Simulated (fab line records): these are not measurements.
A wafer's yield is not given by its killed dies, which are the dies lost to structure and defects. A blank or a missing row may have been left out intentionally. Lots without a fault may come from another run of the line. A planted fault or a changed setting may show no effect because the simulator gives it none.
3 desks looking at one fault | flow n5-finfet | numbers are kept per desk, each desk with only its own; the story behind them comes last

FOR THE TOOL OWNER'S DESK: rie-diel-05
The tool's own readings at N5_SDB_ETCH_17 (etches SiARC in CF4, target depth 23.4 nm, time 39 s): means of the sampled wafers that have a number, for each lot that ran on this tool. A lot is out of limits, marked OUT, if its mean lies more than 4 standard deviations from the usual mean; the brackets give that distance.
Columns: A = drypump-motor-current-A at N5_SDB_ETCH_17, usual 6.0 A; B = etch-rf-on-time-s at N5_SDB_ETCH_17, usual 38.9 s; C = oes-product-au at N5_SDB_ETCH_17, usual 0.70 a.u.; D = rf-vpp-V at N5_SDB_ETCH_17, usual 184.6 V; E = showerhead-plenum-p-Torr at N5_SDB_ETCH_17, usual 2.19 Torr; F = throttle-valve-pct at N5_SDB_ETCH_17, usual 15.49 %
lot  | first seen here | A   | B               | C    | D     | E    | F
L878 | day 6 03:44     | 6.1 | 47.9 (+8.2) OUT | 0.70 | 184.9 | 2.24 | 15.27
L879 | day 6 12:53     | 6.4 | 42.7            | 0.77 | 185.3 | 2.24 | 15.29
L883 | day 7 06:27     | 6.1 | 47.9 (+8.2) OUT | 0.68 | 185.7 | 2.23 | 15.28
L892 | day 9 15:07     | 6.1 | 38.6            | 0.73 | 184.6 | 2.23 | 15.34
This desk finds L878, L883 out of limits, L878 being first, at day 6 03:44 (etch-rf-on-time-s at N5_SDB_ETCH_17). In limits: L879, L892.

THE DEFECT DESK
What the inspections along the route counted, lot by lot: means of the sampled wafers that have a number. A lot is out of limits, marked OUT, if its mean lies more than 4 standard deviations from the usual mean; the brackets give that distance.
Columns: A = raw-defect-count at N5_SDB_INSPECT_13, usual 75
lot  | first seen here | A
L871 | day 4 03:51     | 52
L878 | day 6 03:40     | 78
L879 | day 6 12:45     | 95
L883 | day 7 05:52     | 73
L886 | day 7 22:52     | 78
L889 | day 8 20:39     | 82
L892 | day 9 14:15     | 74
This desk found nothing out of limits on any of the 7 lots.

FROM THE METROLOGY DESK
Lot by lot, what the gauges showed, no matter which tool ran the lot: averages of those sampled wafers that carry a number. A lot is out of limits, marked OUT, if its mean lies more than 4 standard deviations from the usual mean; the brackets give that distance. Only the readings that lie furthest out on some lot appear, 7 of the 12 it has.
Columns: A = cd-nm at N5_SDB_CD_MEAS_11, usual 49.7 nm; B = SDB_OVL at N5_SDB_OVL_MEAS_12, usual -0.2 nm; C = DIBL_N at N5_BEOL_M4_RC_MEAS_101, usual 37.7 mV/V; D = IOFF_P at N5_BEOL_M4_RC_MEAS_101, usual 0.23 nA/um; E = SS_N at N5_BEOL_M4_RC_MEAS_101, usual 71.9 mV/dec; F = VT_N at N5_BEOL_M4_RC_MEAS_101, usual 248 mV; G = VT_P at N5_BEOL_M4_RC_MEAS_101, usual -249 mV
lot  | first seen here | A    | B    | C    | D    | E    | F   | G
L871 | day 4 03:47     | 50.5 | 0.6  | 39.4 | 0.24 | 72.7 | 248 | -248
L878 | day 6 03:36     | 48.2 | 0.1  | 38.8 | 0.28 | 71.8 | 247 | -245
L879 | day 6 12:42     | 50.9 | -0.2 | 35.4 | 0.21 | 71.7 | 246 | -250
L883 | day 7 05:49     | 48.4 | -0.4 | 37.4 | 0.24 | 71.6 | 248 | -248
L886 | day 7 22:49     | 49.1 | -1.1 | 37.4 | 0.23 | 71.3 | 246 | -248
L889 | day 8 20:36     | 49.6 | 1.1  | 36.7 | 0.20 | 72.1 | 248 | -253
L892 | day 9 14:11     | 48.7 | -0.7 | 38.1 | 0.25 | 72.2 | 244 | -246
This desk found nothing out of limits on any of the 7 lots.

ALL TOGETHER
The tool owner's desk had the chance to raise an alarm at day 6 03:44 on L878, L883.
No out-of-limits result turned up at the defect desk.
At the metrology desk, nothing out of limits was observed.
The defect desk has L878, L883 on record, within its limits.
The metrology desk has L878, L883 on record, within its limits.
The lots listed all ran N5_SDB_ETCH_17 on rie-diel-05.

WHAT HAD BEEN PUT IN BY THE SIMULATOR
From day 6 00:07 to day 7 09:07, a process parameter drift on rie-diel-05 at N5_SDB_ETCH_17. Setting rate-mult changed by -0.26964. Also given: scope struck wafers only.
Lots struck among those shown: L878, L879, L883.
Each desk's first reading out of limits, in hours after the fault started: the tool owner's desk, 4.
